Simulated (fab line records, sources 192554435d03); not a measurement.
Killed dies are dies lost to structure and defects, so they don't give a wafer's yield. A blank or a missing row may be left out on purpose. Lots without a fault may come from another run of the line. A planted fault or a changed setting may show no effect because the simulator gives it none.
fab line records | flow n5_finfet
record lots=3 wafers=9 last_day=17
route steps=1938 shown BEOL_M2@879 BEOL_M4@1111 PASSIVATION@1936
lots that met no fault: from a run of the same line without faults
start_h: hours from the record's first day to the start of the lot's first wafer shown | wait_h: hours since the lot's step before | " the same as in the row above | L1.1+2: a row that stands for several wafers | - no value, or no start given | * or withheld: withheld | < > ~ a bound
route shown NAME@n: a module of which the file shows steps, and the number in the route of the first | usual: mean/standard deviation of fault-free wafers | same: alike in all rows | chamber/n: place in a boat | sites: the reading at each site | _std_site: their standard deviation | _edge_site: outer sites' mean less inner sites' | radius_mm: how far each site lies from the wafer's centre | mask NAME#n: copy n | behind: the tool/chamber that last shaped the wafer | hold: why the lot was held/for how many hours/how that ended | device: the transistor (n, p or np) that didn't switch | end of line: the same wafers' tests at the end of the route | a step without rows: its recipe alone | killed: dies lost to structure and defects at the first sort, not the wafer's yield | map: a wafer's dies, x killed, . not, _ none there
set.NAME: the setting as run; set.NAME@STEP: as run at that earlier step | model.NAME: the simulator's own value behind a step, which no gauge read
lots at some steps of the route; a table a step, a row a wafer
services: from which hour (start_h, from the record's first day; less than 0 if before it) a tool's chamber was out of use, for how many hours, and why
## steps
# step N5_BEOL_M2_DESCUM_33
# recipe chemistry=O2 time_s=7 source_power_w=50 bias_power_w=20 pressure_mtorr=20 rf_frequency_hz=2.712e+07 temp_c=40 resist=CAR-EUV o2_flow_sccm=225
# step N5_BEOL_M2_ETCH_77
# recipe chemistry=N2/H2 target=underlayer target_depth_a=65 mask_material=CAR-EUV time_s=5.2 ion_energy_ev=200 pressure_mtorr=30 source_w=840 bias_w=150 n2_flow_sccm=200 h2_flow_sccm=200 ends=cleared
# step N5_BEOL_M2_ETCH_69
# recipe chemistry=CF4 target=SiARC target_depth_a=156 mask_material=CAR-EUV time_s=26 ion_energy_ev=80 pressure_mtorr=40 source_w=545 bias_w=36 Ar_flow_sccm=100 cf4_flow_sccm=100 ends=cleared
# step N5_BEOL_M2_ALD_98
# recipe material=SiO2 target_thk_a=25 temp_c=100 ald_precursor_family=BDEAS ald_co_reactant=O2-plasma pulse_time_s=1 co_reactant_pulse_time_s=1 purge_time_s=2 co_reactant_purge_time_s=2 ald_cycles=17 pressure_torr=2
# step N5_BEOL_M2_ETCHBACK_99
# recipe chemistry=CHF3 target=SiO2 target_depth_a=50 time_s=10.4 source_w=215 bias_w=47 Ar_flow_sccm=200 CHF3_flow_sccm=12 ion_energy_ev=100 pressure_mtorr=30
# step N5_BEOL_M2_ETCH_70
# recipe chemistry=N2/H2 target=SOC target_depth_a=800 overetch_a=240 mask_material=SiARC temp_c=40 time_s=130 ion_energy_ev=200 pressure_mtorr=30 source_w=840 bias_w=150 n2_flow_sccm=200 h2_flow_sccm=200
# step N5_BEOL_M2_STRIP_71
# recipe chemistry=N2/H2 temp_c=40 n2_flow_sccm=200 h2_flow_sccm=200 rf_frequency_hz=6e+07
# step N5_BEOL_M2_STRIP_78
# recipe chemistry=N2/H2 temp_c=40 n2_flow_sccm=200 h2_flow_sccm=200 rf_frequency_hz=6e+07
# step N5_BEOL_M2_VIA_ETCH_34
# recipe chemistry=C4F6/O2 target_depth_a=694 mask_material=SOC pressure_mtorr=15 ion_energy_ev=250 taper_deg=4 time_s=65.9 source_w=350 bias_w=170 Ar_flow_sccm=300 C4F6_flow_sccm=10 O2_flow_sccm=10
# step N5_BEOL_M2_STRIP_83
# recipe chemistry=C4F6/O2 resist=SiARC rf_frequency_hz=6e+07
# step N5_BEOL_M2_STRIP_36
# recipe chemistry=N2/H2 power_w=450 temp_c=40 pressure_mtorr=20 rf_frequency_hz=6e+07 overash_fraction=0.3 bias_power_w=7 h2_frac=0.5 n2_flow_sccm=200 h2_flow_sccm=200
# step N5_BEOL_M2_TRENCH_ETCH_37
# recipe chemistry=C4F6/O2 target_depth_a=555.55 target=SiOC time_s=29.2 ion_energy_ev=250 pressure_mtorr=30 source_w=355 bias_w=185 Ar_flow_sccm=300 C4F6_flow_sccm=10 O2_flow_sccm=10
# usual drypump_motor_current_A=5.6/0.39 oes_product_au=0.80/0.089 rf_vpp_V=655/14 showerhead_plenum_p_Torr=2.83/0.078 throttle_valve_pct=20.74/0.26
# columns lot.wafer tool chamber start_h wait_h drypump_motor_current_A oes_product_au rf_hours_counter_h rf_vpp_V showerhead_plenum_p_Torr throttle_valve_pct model.BEOL_M2.feature_depth_nm model.etch.depth_nm model.TiN_of_BEOL_M2_HM_DEP_02.thk_nm
L512.2 rie_diel-01 0 163.43 - 5.8 0.74 206 672 2.69 20.74 57 56.91 17.4
L512.3 " 2 " " 5.9 0.97 3 648 2.84 20.76 55.8 55.84 17.6
L512.6 " 2 " " 5.9 0.97 - 649 2.84 20.78 56.6 56.62 17.2
L524.1 rie_diel-01 1 235.53 - 5.7 0.56 80 648 2.90 20.42 28.2 28.24 19.2
L524.3 " 3 " " 5.3 0.68 204 659 2.96 21.00 54.4 54.47 17.6
L524.5 " 2 " " 5.9 0.61 - 649 2.83 20.74 27.2 27.26 19
L532.4 rie_diel-03 0 287.46 - 6.4 0.70 225 643 2.82 21.11 54.6 54.65 17.6
L532.5 " 2 " " 5.6 0.84 - 677 2.86 20.26 55.6 55.65 17.6
L532.6 " 1 " " 5.1 0.84 - 625 2.89 20.79 56 55.93 17.8
# step N5_BEOL_M2_ETCH_41
# recipe chemistry=CH3F/O2 target=SiCN target_depth_a=299 taper_deg=2 time_s=52.5 ion_energy_ev=120 mask_material=TiN pressure_mtorr=30 source_w=395 bias_w=75 Ar_flow_sccm=150 CH3F_flow_sccm=30 O2_flow_sccm=20
# step N5_BEOL_M2_STRIP_97
# recipe chemistry=N2/H2 time_s=10 power_w=450 temp_c=40 pressure_mtorr=20 rf_frequency_hz=6e+07 bias_power_w=7 n2_flow_sccm=200 h2_flow_sccm=200
# step N5_BEOL_M2_OCD_MEAS_38
# usual trench_depth_nm=55.8/1.1
# columns lot.wafer tool chamber start_h wait_h trench_depth_nm
L512.2 ocd-02 - 163.58 - 57.5
L512.3 " - " " 55.9
L512.6 " - " " 56.2
L524.1 ocd-02 - 235.68 - 28.3
L524.3 " - " " 54.4
L524.5 " - " " 27.6
L532.4 ocd-02 - 287.62 - 54.8
L532.5 " - " " 55.3
L532.6 " - " " 55.5
# step N5_BEOL_M2_HM_STRIP_39
# recipe chemistry=peroxide_tin_strip material=TiN target_depth_a=250 temp_c=50 time_s=158
# step N5_BEOL_M2_SRD_40
# recipe time_s=30 temp_c=23 rinse_liquid=diw dry=ipa_marangoni
# step N5_BEOL_M2_PRECLEAN_42
# recipe chemistry=residue_remover time_s=60 temp_c=40
# step N5_BEOL_M2_SRD_43
# recipe time_s=30 temp_c=23 rinse_liquid=diw dry=ipa_marangoni
# step N5_BEOL_M2_DEGAS_44
# recipe ambient=vacuum temp_c=250 time_s=60
# step N5_BEOL_M2_PRE_CLEAN_45
# recipe gas=H2/He time_s=30 temp_c=250
# step N5_BEOL_M2_ALD_84
# recipe material=TaN target_thk_a=* temp_c=275 ald_precursor_family=PDMAT ald_co_reactant=NH3 pressure_torr=3 carrier_flow_sccm=1500 pulse_time_s=2 purge_time_s=3 co_reactant_purge_time_s=2 co_reactant_pulse_time_s=3 ald_cycles=30 precursor_vessel_temp_c=75 precursor_vessel_pressure_torr=26.25 precursor_vessel_carrier_sccm=1000
# step N5_BEOL_M2_SURFACE_TREAT_85
# recipe gas=Ar time_s=* ion_energy_ev=* ion_current_ma_cm2=0.5 pressure_mtorr=* ar_flow_sccm=30
# step N5_BEOL_M2_CVD_47
# recipe material=Co target_thk_a=30 temp_c=withheld precursor=CCTBA/H2 pressure_torr=30 time_s=223.8
# step N5_BEOL_M2_SPUTTER_48
# recipe material=Cu target_thk_a=45 temp_c=-20 chamber_pressure_pa=0.07 power_w=withheld time_s=8.29
# step N5_BEOL_M2_ANNEAL_49
# recipe temp_c=400 time_s=240 ambient=vacuum
# step N5_BEOL_M2_SPUTTER_79
# recipe material=Cu target_thk_a=45 temp_c=-20 chamber_pressure_pa=0.07 power_w=withheld time_s=8.29
# step N5_BEOL_M2_ANNEAL_80
# recipe temp_c=400 time_s=240 ambient=vacuum
# step N5_BEOL_M2_SPUTTER_81
# recipe material=Cu target_thk_a=45 temp_c=-20 chamber_pressure_pa=0.07 power_w=withheld time_s=8.29
# step N5_BEOL_M2_ANNEAL_82
# recipe temp_c=400 time_s=240 ambient=vacuum
# step N5_BEOL_M2_SPUTTER_86
# recipe material=Cu target_thk_a=45 temp_c=-20 chamber_pressure_pa=0.07 power_w=withheld time_s=8.29
# step N5_BEOL_M2_ANNEAL_87
# recipe temp_c=400 time_s=240 ambient=vacuum
# step N5_BEOL_M2_SPUTTER_88
# recipe material=Cu target_thk_a=45 temp_c=-20 chamber_pressure_pa=0.07 power_w=withheld time_s=8.29
# step N5_BEOL_M2_ANNEAL_89
# recipe temp_c=400 time_s=240 ambient=vacuum
# step N5_BEOL_M2_SPUTTER_90
# recipe material=Cu target_thk_a=45 temp_c=-20 chamber_pressure_pa=0.07 power_w=withheld time_s=8.29
# step N5_BEOL_M2_ANNEAL_91
# recipe temp_c=400 time_s=240 ambient=vacuum
# step N5_BEOL_M2_SPUTTER_92
# recipe material=Cu target_thk_a=45 temp_c=-20 chamber_pressure_pa=0.07 power_w=withheld time_s=8.29
# step N5_BEOL_M2_ANNEAL_93
# recipe temp_c=400 time_s=240 ambient=vacuum
# step N5_BEOL_M2_SPUTTER_94
# recipe material=Cu target_thk_a=45 temp_c=-20 chamber_pressure_pa=0.07 power_w=withheld time_s=8.29
# step N5_BEOL_M2_ANNEAL_95
# recipe temp_c=400 time_s=240 ambient=vacuum
# step N5_BEOL_M2_CMP_52
# recipe stop_on=SiOC t_overpolish_s=6.8 down_force_psi=1 platen_rpm=50 clearing_platen_down_force_psi=1.5 clearing_platen_rpm=50 post_cmp_clean=cu_alkaline target_thk_nm=40 clearing_platen_pad_velocity_m_s=0.99484 pad_velocity_m_s=0.99484
# usual motor_current_A=6.3/0.75 slurry_filter_dp_kPa=13.51/0.13 slurry_flow_ml_min=149.9/0.47
# columns lot.wafer tool chamber start_h wait_h motor_current_A slurry_filter_dp_kPa slurry_flow_ml_min model.Cu_of_BEOL_M2_ECD_50.thk_nm
L512.3 cmp-03 0 167.97 0.2 6.4 13.62 150.3 39
L512.2 " 2 " " 5.6 13.71 150.4 42.2
L512.6 " 0 " " 6.3 13.27 150.7 40.2
L524.3 cmp-01 0 239.61 0.2 5.2 13.68 151.1 34.4
L524.1 " 1 " " 6.7 13.61 149.4 11.6
L524.5 " 1 " " 6.7 13.54 149.4 10.4
L532.4 cmp-02 3 292.75 0.1 5.5 13.39 149.7 38.2
L532.6 " 3 " " 5.7 13.45 149.1 38.2
L532.5 " 0 " " 7.1 13.60 150.2 40.2
# step N5_BEOL_M2_THK_MEAS_53
# recipe thk_meas_gauge=xrf reads=Cu_of_BEOL_M2_ECD_50
# usual M2_THK=40.8/1.8
# columns lot.wafer tool chamber start_h wait_h M2_THK[nm]
L512.2 film_metro-02 - 168.23 - 43.0
L512.3 " - " " 39.6
L512.6 " - " " 41.2
L524.1 film_metro-02 - 239.90 - 11.8
L524.3 " - " " 35.3
L524.5 " - " " 10.8
L532.4 film_metro-01 - 293.05 - 39.0
L532.5 " - " " 41.0
L532.6 " - " " 38.9
# step N5_BEOL_M2_RS_MEAS_58
# recipe thk_meas_gauge=four-point-probe reads=Co_of_BEOL_M2_CO_CAP_55+Cu_of_BEOL_M2_ECD_50+Co_of_BEOL_M2_CVD_47+TaN_of_BEOL_M2_ALD_84
# usual M2_RS=0.67/0.039
# columns lot.wafer tool chamber start_h wait_h M2_RS[ohm/sq]
L512.2 film_metro-02 - 168.49 0.1 0.62
L512.3 " - " " 0.69
L512.6 " - " " 0.66
L524.1 film_metro-02 - 240.28 0.1 3.73
L524.3 " - " " 0.81
L524.5 " - " " 4.28
L532.4 film_metro-01 - 293.31 0.0 0.71
L532.5 " - " " 0.66
L532.6 " - " " 0.71
# step N5_BEOL_M4_RC_MEAS_101
# usual DIBL_N=36.2/2 DIBL_P=36.1/2.4 IOFF_N=0.16/0.035 IOFF_P=0.22/0.041 ION_N=675/14 ION_P=465/8.6 SS_N=71.5/0.64 SS_P=73.2/0.76 VT_N=250/3.9 VT_P=-249/3.4
# columns lot.wafer tool chamber start_h wait_h DIBL_N[mV/V] DIBL_P[mV/V] IOFF_N[nA/um] IOFF_P[nA/um] ION_N[uA/um] ION_P[uA/um] SS_N[mV/dec] SS_P[mV/dec] VT_N[mV] VT_P[mV]
L512.2 prober-02 0 196.23 0.2 34.4 33.5 0.13 0.19 662 459 71.5 73.2 250 -250
L512.3 " 0 " " 37.3 36.8 0.20 0.25 694 477 71.6 74.1 246 -248
L512.6 " 0 " " 33.8 32.4 0.13 0.18 679 469 70.0 72.2 248 -252
L524.3 prober-02 0 264.50 0.3 38.4 39.1 0.21 0.26 705 477 72.2 74.0 245 -246
L532.4 prober-01 0 315.28 0.5 33.0 33.1 0.11 0.15 665 453 70.3 72.6 258 -256
L532.5 " 0 " " 33.5 33.3 0.12 0.15 671 453 70.7 72.2 255 -256
L532.6 " 0 " " 34.9 34.8 0.13 0.17 675 459 71.2 73.0 254 -254
# step N5_PASSIVATION_PROBE_49
# usual defect_limited_yield=91.1/1.4 killed_at_M0_to_M3=36/9.9 killed_at_M4_up=13/5.8 killed_at_contacts=14/5.9 killed_at_front_end=39/11 killed_at_other=3.4/2.9 killed_dies=105/17 killed_on_rim=15/3.9 killed_open=70/13 killed_short=34/7.3 sort_bin_5_function=5.3/1 sort_bin_6_memory=3.3/0.62 sort_n_pass=1075/17 sort_yield_pct=91.1/1.4
# same gross_dies=1180 killed_at_back_side=0 sort_bin_4_leakage[%]=0 sort_bin_8_speed[%]=0
# columns lot.wafer tool chamber start_h wait_h defect_limited_yield[%] killed_at_M0_to_M3 killed_at_M4_up killed_at_contacts killed_at_front_end killed_at_other killed_dies killed_on_rim killed_open killed_short sort_bin_5_function[%] sort_bin_6_memory[%] sort_n_pass sort_yield_pct[%]
L512.2 prober-01 - 297.37 0.1 89.9 33 13 19 51 3 119 19 81 38 5.8 3.7 1061 89.9
L512.3 prober-01 - 297.42 0.1 91.2 34 9 12 44 5 104 16 70 34 5.3 3.4 1076 91.2
L512.6 prober-01 - 297.57 0.3 91.0 48 5 12 40 1 106 17 70 36 5.6 3.4 1074 91.0
L524.1 prober-01 - 363.18 0.0 0 1124 6 8 34 8 1180 152 56 28 97.0 2.7 0 0
L524.3 prober-01 - 363.28 0.1 89.6 47 5 17 51 3 123 17 86 37 6.0 4.1 1057 89.6
L524.5 prober-01 - 363.38 0.2 0 1127 8 14 30 1 1180 152 54 23 97.5 2.2 0 0
L532.4 prober-02 - 414.24 0.2 89.5 44 8 14 50 8 124 16 80 44 5.7 4.6 1056 89.5
L532.5 prober-02 - 414.29 0.2 90.9 28 8 21 47 3 107 14 68 39 5.0 4.1 1073 90.9
L532.6 prober-02 - 414.34 0.3 92.5 31 6 9 36 6 88 19 56 32 4.2 3.1 1092 92.5
# killed by level:class
L512.2 MOL_CONTACT_COAG:geometric_particle:open=16 STI_FIN_REVEAL:geometric_particle:open=10 DUMMY_GATE:geometric_particle:open=7 BEOL_M2:geometric_particle:open=7 BEOL_M1:geometric_particle:open=7 FIN_SAQP:geometric_particle:short=6 BEOL_M0_SAQP:geometric_particle:open=5 BEOL_M1:geometric_particle:short=5
L512.3 STI_FIN_REVEAL:geometric_particle:open=10 MOL_CONTACT_COAG:geometric_particle:open=10 FIN_SAQP:geometric_particle:open=9 BEOL_M1:geometric_particle:open=7 BEOL_M2:geometric_particle:open=6 DUMMY_GATE:geometric_particle:open=5 GATE_CUT:geometric_particle:short=4 BEOL_M3:geometric_particle:open=4
L512.6 BEOL_M0_SAQP:geometric_particle:open=12 BEOL_M1:geometric_particle:open=12 BEOL_M0_SAQP:geometric_particle:short=9 FIN_SAQP:geometric_particle:short=8 STI_FIN_REVEAL:geometric_particle:open=8 MOL_CONTACT_COAG:geometric_particle:open=8 BEOL_M3:geometric_particle:open=7 FIN_SAQP:geometric_particle:open=4
L524.1 BEOL_M2:area_ecd=1096 BEOL_M2:geometric_particle:open=12 STI_FIN_REVEAL:geometric_particle:open=5 DUMMY_GATE:geometric_particle:open=5 MOL_CONTACT_COAG:geometric_particle:open=5 BEOL_M0_SAQP:geometric_particle:open=5 BEOL_M1:geometric_particle:open=5 ILD0:geometric_particle:short=4
L524.3 MOL_CONTACT_COAG:geometric_particle:open=15 STI_FIN_REVEAL:geometric_particle:open=14 BEOL_M0_SAQP:geometric_particle:open=12 BEOL_M0_SAQP:geometric_particle:short=12 DUMMY_GATE:geometric_particle:open=9 FIN_SAQP:geometric_particle:open=7 BEOL_M2:geometric_particle:open=6 BEOL_M0:geometric_particle:open=5
L524.5 BEOL_M2:area_ecd=1103 MOL_CONTACT_COAG:geometric_particle:open=12 FIN_SAQP:geometric_particle:short=6 BEOL_M0_SAQP:geometric_particle:open=6 BEOL_M1:geometric_particle:open=6 STI_FIN_REVEAL:geometric_particle:open=5 BEOL_M0_SAQP:geometric_particle:short=5 FIN_SAQP:geometric_particle:open=4
L532.4 MOL_CONTACT_COAG:geometric_particle:open=13 BEOL_M0_SAQP:geometric_particle:open=11 FIN_SAQP:geometric_particle:open=9 FIN_SAQP:geometric_particle:short=8 BEOL_M0:geometric_particle:open=8 BEOL_M0_SAQP:geometric_particle:short=7 BEOL_M2:geometric_particle:open=7 BEOL_M1:geometric_particle:open=6
L532.5 MOL_CONTACT_COAG:geometric_particle:open=14 FIN_SAQP:geometric_particle:open=9 FIN_SAQP:geometric_particle:short=7 BEOL_M0_SAQP:geometric_particle:short=7 MOL_CONTACT_COAG:geometric_particle:short=7 STI_FIN_REVEAL:geometric_particle:open=6 GATE_CUT:geometric_particle:open=5 GATE_CUT:geometric_particle:short=5
L532.6 STI_FIN_REVEAL:geometric_particle:open=12 BEOL_M0_SAQP:geometric_particle:short=9 BEOL_M0_SAQP:geometric_particle:open=9 MOL_CONTACT_COAG:geometric_particle:open=8 FIN_SAQP:geometric_particle:short=7 BEOL_M0:geometric_particle:open=5 PASS1_CAP:geometric_particle:open=4 FIN_SAQP:geometric_particle:open=3
# map L524.1 (x killed, . not)
_________________xxxxxxxxxxxx________________
______________xxxxxxxxxxxxxxxxxx_____________
___________xxxxxxxxxxxxxxxxxxxxxxxx__________
__________xxxxxxxxxxxxxxxxxxxxxxxxxx_________
________xxxxxxxxxxxxxxxxxxxxxxxxxxxxxx_______
_______xxxxxxxxxxxxxxxxxxxxxxxxxxxxxxxx______
______xxxxxxxxxxxxxxxxxxxxxxxxxxxxxxxxxx_____
_____xxxxxxxxxxxxxxxxxxxxxxxxxxxxxxxxxxxx____
____xxxxxxxxxxxxxxxxxxxxxxxxxxxxxxxxxxxxxx___
___xxxxxxxxxxxxxxxxxxxxxxxxxxxxxxxxxxxxxxxx__
___xxxxxxxxxxxxxxxxxxxxxxxxxxxxxxxxxxxxxxxx__
__xxxxxxxxxxxxxxxxxxxxxxxxxxxxxxxxxxxxxxxxxx_
__xxxxxxxxxxxxxxxxxxxxxxxxxxxxxxxxxxxxxxxxxx_
_xxxxxxxxxxxxxxxxxxxxxxxxxxxxxxxxxxxxxxxxxxxx
_xxxxxxxxxxxxxxxxxxxxxxxxxxxxxxxxxxxxxxxxxxxx
_xxxxxxxxxxxxxxxxxxxxxxxxxxxxxxxxxxxxxxxxxxxx
_xxxxxxxxxxxxxxxxxxxxxxxxxxxxxxxxxxxxxxxxxxxx
_xxxxxxxxxxxxxxxxxxxxxxxxxxxxxxxxxxxxxxxxxxxx
_xxxxxxxxxxxxxxxxxxxxxxxxxxxxxxxxxxxxxxxxxxxx
_xxxxxxxxxxxxxxxxxxxxxxxxxxxxxxxxxxxxxxxxxxxx
_xxxxxxxxxxxxxxxxxxxxxxxxxxxxxxxxxxxxxxxxxxxx
__xxxxxxxxxxxxxxxxxxxxxxxxxxxxxxxxxxxxxxxxxx_
__xxxxxxxxxxxxxxxxxxxxxxxxxxxxxxxxxxxxxxxxxx_
___xxxxxxxxxxxxxxxxxxxxxxxxxxxxxxxxxxxxxxxx__
___xxxxxxxxxxxxxxxxxxxxxxxxxxxxxxxxxxxxxxxx__
____xxxxxxxxxxxxxxxxxxxxxxxxxxxxxxxxxxxxxx___
_____xxxxxxxxxxxxxxxxxxxxxxxxxxxxxxxxxxxx____
______xxxxxxxxxxxxxxxxxxxxxxxxxxxxxxxxxx_____
_______xxxxxxxxxxxxxxxxxxxxxxxxxxxxxxxx______
________xxxxxxxxxxxxxxxxxxxxxxxxxxxxxx_______
__________xxxxxxxxxxxxxxxxxxxxxxxxxx_________
___________xxxxxxxxxxxxxxxxxxxxxxxx__________
______________xxxxxxxxxxxxxxxxxx_____________
_________________xxxxxxxxxxxx________________
# map L512.2 (x killed, . not)
_________________.......x...x________________
______________..x....x.......x.._____________
___________.........x.......x......__________
__________........x...x....x........_________
________...........x.................x_______
_______.......x.......x...............x______
______xx.......x..x...x........x..xx...._____
_____x.............x......x..............____
____.........x........x.....x......x......___
___.....x.....x.............x..............__
___xx..........................x...........__
__..............x........x.................._
__.............x................xx........x._
_..x............x............xx........x.....
_........x.......................x.......x...
_..............x...........xx..x...x........x
_..x.......x......x.............x............
_......x............................x.x......
_..x.x..x........x..............xx...........
_...x..............x.................x.....x.
_....x....xx......x.........x..x.............
__.......xx...............................x._
__x................x...x..x................._
___........x..x......x.......x.............__
___.......x..........x...xx....x.....x....x__
____x.....x..............x.........x.....x___
_____......x....x.........x..............____
______x.............x......x..x...x....._____
_______..............xx................______
________......x................x..x.x._______
__________.........................x_________
___________.x...............x......__________
______________.................._____________
_________________............________________
## services
# columns tool chamber start_h hours kind
cmp-02 - 159.64 3.0 repair
cmp-01 - 181.28 0.8 repair
rie_diel-03 1 188.21 2.4 repair
cmp-01 - 199.65 4.0 pm
rie_diel-01 1 202.82 3.8 repair
cmp-01 - 203.65 - consumable_replace:conditioner
cmp-01 - 203.65 - consumable_replace:pad
rie_diel-03 3 234.65 - clean
rie_diel-03 3 234.65 - consumable_replace:focus_ring
rie_diel-03 3 234.65 20.9 scheduled_down
rie_diel-03 3 234.65 20.9 vent_cycle
rie_diel-01 - 236.60 0.2 repair
cmp-02 - 243.74 0.9 repair
cmp-01 - 248.64 0.6 repair
cmp-03 - 250.05 1.6 repair
cmp-01 - 251.86 0.9 repair
cmp-02 - 260.57 4.2 pm
cmp-01 - 270.30 3.7 repair
cmp-02 - 281.29 4.0 pm
cmp-02 - 285.29 - consumable_replace:conditioner
cmp-02 - 285.29 - consumable_replace:pad
## key
first_sign step=N5_BEOL_M2_OCD_MEAS_38 reading=trench_depth_nm direction=down sigmas=26 usual=55.8 struck=27.9
effect step=N5_BEOL_M2_THK_MEAS_53 reading=M2_THK direction=down sigmas=16 usual=40.8 struck=11.3
effect step=N5_BEOL_M2_RS_MEAS_58 reading=M2_RS direction=up sigmas=86 usual=0.67 struck=4.01
effect step=N5_PASSIVATION_PROBE_49 reading=killed_at_M0_to_M3 direction=up sigmas=99+ usual=36 struck=1126
model_effect step=N5_BEOL_M2_TRENCH_ETCH_37 value=BEOL_M2.feature_depth_nm without=55.5 struck=27.7
model_effect step=N5_BEOL_M2_CMP_52 value=Cu_of_BEOL_M2_ECD_50.thk_nm without=38.8 struck=11
more_kills_born_at N5_BEOL_M2_ECD_50@ecd_cu-01=2199
met_at N5_BEOL_M2_TRENCH_ETCH_37
struck_wafers L524.1,L524.5
later_rows_left_out L524.1,L524.5
onset_between 163.43 235.53
fault kind=process_parameter_drift tool=rie_diel-01 chamber=- onset_h=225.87 steps=N5_BEOL_M2_TRENCH_ETCH_37 channel=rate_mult offset=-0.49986 shape=step end_h=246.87 scope=struck_wafers_only
# later_rows_left_out: the simulator's readings of these wafers behind a module that went badly wrong aren't trusted and aren't shown, but for the sort
